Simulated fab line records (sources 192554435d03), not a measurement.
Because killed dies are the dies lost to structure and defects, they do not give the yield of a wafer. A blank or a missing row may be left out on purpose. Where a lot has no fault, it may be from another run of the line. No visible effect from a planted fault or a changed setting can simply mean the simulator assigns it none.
Split-lot study || flow n5 finfet || on a route of 1938 steps: 7 lots, 21 wafers read

THE SPLIT
At N5_BEOL_M14_PEB_26 (peb time 90 s), the setting peb temp c was moved away from the recipe's 130 C on 5 of the 21 wafers read, by -2.2% to +2.4%. The other wafers ran this setting at the recipe's value.

FROM THE SPLIT TO THE READING: what the file shows between them, 2 steps
- N5_BEOL_M14_DEVELOP_27: develop time 45 s
- N5_BEOL_M14_HARDBAKE_32: time 120 s

THE READING
Shown in nm: cd nm at N5_BEOL_M14_CD_MEAS_28, with target cd 284.4 nm. On this fab line, fault-free wafers typically give 285.1 nm with a standard deviation of 2.4 nm.

{"wafer": "L080.1", "tool, chamber at the split": "litho track-05, 0", "peb temp c as run, C": 130, "against the recipe": "recipe", "cd nm, nm": 284.7, "against lot-mates on the recipe": "-"}
{"wafer": "L080.3", "tool, chamber at the split": "litho track-05, 0", "peb temp c as run, C": 130, "against the recipe": "recipe", "cd nm, nm": 284.9, "against lot-mates on the recipe": "-"}
{"wafer": "L080.6", "tool, chamber at the split": "litho track-05, 0", "peb temp c as run, C": 130, "against the recipe": "recipe", "cd nm, nm": 286.3, "against lot-mates on the recipe": "-"}
{"wafer": "L084.1", "tool, chamber at the split": "litho track-02, 0", "peb temp c as run, C": 130, "against the recipe": "recipe", "cd nm, nm": 282.7, "against lot-mates on the recipe": "-"}
{"wafer": "L084.3", "tool, chamber at the split": "litho track-02, 0", "peb temp c as run, C": 130, "against the recipe": "recipe", "cd nm, nm": 288.8, "against lot-mates on the recipe": "-"}
{"wafer": "L084.6", "tool, chamber at the split": "litho track-02, 0", "peb temp c as run, C": 130, "against the recipe": "recipe", "cd nm, nm": 280.8, "against lot-mates on the recipe": "-"}
{"wafer": "L083.2", "tool, chamber at the split": "litho track-05, 0", "peb temp c as run, C": 130, "against the recipe": "recipe", "cd nm, nm": 293.5, "against lot-mates on the recipe": "-"}
{"wafer": "L083.4", "tool, chamber at the split": "litho track-05, 0", "peb temp c as run, C": 128.5, "against the recipe": "-1.2%", "cd nm, nm": 279.8, "against lot-mates on the recipe": -14.4}
{"wafer": "L083.6", "tool, chamber at the split": "litho track-05, 0", "peb temp c as run, C": 130, "against the recipe": "recipe", "cd nm, nm": 295.0, "against lot-mates on the recipe": "-"}
{"wafer": "L086.1", "tool, chamber at the split": "litho track-05, 0", "peb temp c as run, C": 130, "against the recipe": "recipe", "cd nm, nm": 282.4, "against lot-mates on the recipe": "-"}
{"wafer": "L086.4", "tool, chamber at the split": "litho track-05, 0", "peb temp c as run, C": 130, "against the recipe": "recipe", "cd nm, nm": 281.8, "against lot-mates on the recipe": "-"}
{"wafer": "L086.6", "tool, chamber at the split": "litho track-05, 0", "peb temp c as run, C": 127.2, "against the recipe": "-2.2%", "cd nm, nm": 271.5, "against lot-mates on the recipe": -10.6}
{"wafer": "L090.1", "tool, chamber at the split": "litho track-02, 0", "peb temp c as run, C": 133.1, "against the recipe": "+2.4%", "cd nm, nm": 294.0, "against lot-mates on the recipe": "+11.5"}
{"wafer": "L090.3", "tool, chamber at the split": "litho track-02, 0", "peb temp c as run, C": 133.1, "against the recipe": "+2.4%", "cd nm, nm": 294.3, "against lot-mates on the recipe": "+11.8"}
{"wafer": "L090.5", "tool, chamber at the split": "litho track-02, 0", "peb temp c as run, C": 130, "against the recipe": "recipe", "cd nm, nm": 282.5, "against lot-mates on the recipe": "-"}
{"wafer": "L093.2", "tool, chamber at the split": "litho track-03, 0", "peb temp c as run, C": 130, "against the recipe": "recipe", "cd nm, nm": 282.2, "against lot-mates on the recipe": "-"}
{"wafer": "L093.3", "tool, chamber at the split": "litho track-03, 0", "peb temp c as run, C": 130, "against the recipe": "recipe", "cd nm, nm": 283.3, "against lot-mates on the recipe": "-"}
{"wafer": "L093.5", "tool, chamber at the split": "litho track-03, 0", "peb temp c as run, C": 130, "against the recipe": "recipe", "cd nm, nm": 283.9, "against lot-mates on the recipe": "-"}
{"wafer": "L097.2", "tool, chamber at the split": "litho track-05, 0", "peb temp c as run, C": 130, "against the recipe": "recipe", "cd nm, nm": 285.9, "against lot-mates on the recipe": "-"}
{"wafer": "L097.3", "tool, chamber at the split": "litho track-05, 0", "peb temp c as run, C": 127.9, "against the recipe": "-1.6%", "cd nm, nm": 274.3, "against lot-mates on the recipe": -11.2}
{"wafer": "L097.5", "tool, chamber at the split": "litho track-05, 0", "peb temp c as run, C": 130, "against the recipe": "recipe", "cd nm, nm": 285.2, "against lot-mates on the recipe": "-"}

THE FIT
A straight line over all 21 wafers: cd nm changes by +4.81 nm for each +1% of peb temp c; r = +0.79; the points scatter about the line by 3.8 nm.
The same after taking each lot's own level away (the mean of its wafers on the recipe; 21 wafers): +5.67 nm for each +1%; r = +0.92; scatter 2.4 nm.
That fit puts the effect of the largest move of peb temp c on the reading at 14 nm.
The lots' own levels span 282.10 to 294.25 nm, that is 5.1 times the standard deviation above.
So the lot-to-lot level blurs the effect unless lot-mates are compared.
Check: +13.7 nm against its lot-mates is what the line predicts for one of the wafers moved furthest among these (+2.4%) when that wafer is left out of the fit. It came out at +11.5 nm against them.

THE WHOLE CHAIN: every reading that the file lists as answering this split, in the file's order
{"step": "N5_BEOL_M14_CD_MEAS_28", "what it does": "target cd 284.4 nm", "reading": "cd nm", "change (the file's fit)": "+5.98 nm for each +1% of the setting", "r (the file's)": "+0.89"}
{"step": "N5_BEOL_M14_DESCUM_33", "what it does": "chemistry O2, time 7.9 s", "reading": "BEOL_M14.cd nm (the simulator's own value, which no gauge read)", "change (the file's fit)": "+5.98 nm for each +1% of the setting", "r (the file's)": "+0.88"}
{"step": "N5_BEOL_M14_ETCH_67", "what it does": "etches SiARC in CF4, target depth 143 nm, time 238.3 s", "reading": "BEOL_M14.cd nm (the simulator's own value, which no gauge read)", "change (the file's fit)": "+6.12 nm for each +1% of the setting", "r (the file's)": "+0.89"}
{"step": "N5_BEOL_M14_ETCH_68", "what it does": "etches SOC in N2/H2, time 450 s", "reading": "BEOL_M14.cd nm (the simulator's own value, which no gauge read)", "change (the file's fit)": "+5.41 nm for each +1% of the setting", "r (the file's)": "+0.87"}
{"step": "N5_BEOL_M14_TRENCH_ETCH_34", "what it does": "etches SiO2 in C4F8/O2/Ar, target depth 556.65 nm, time 126.9 s", "reading": "BEOL_M14.cd nm (the simulator's own value, which no gauge read)", "change (the file's fit)": "+5.46 nm for each +1% of the setting", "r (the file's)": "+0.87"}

THE FILE'S OWN FIT
cd nm changes by +5.98 nm for each +1% of peb temp c, r = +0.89.
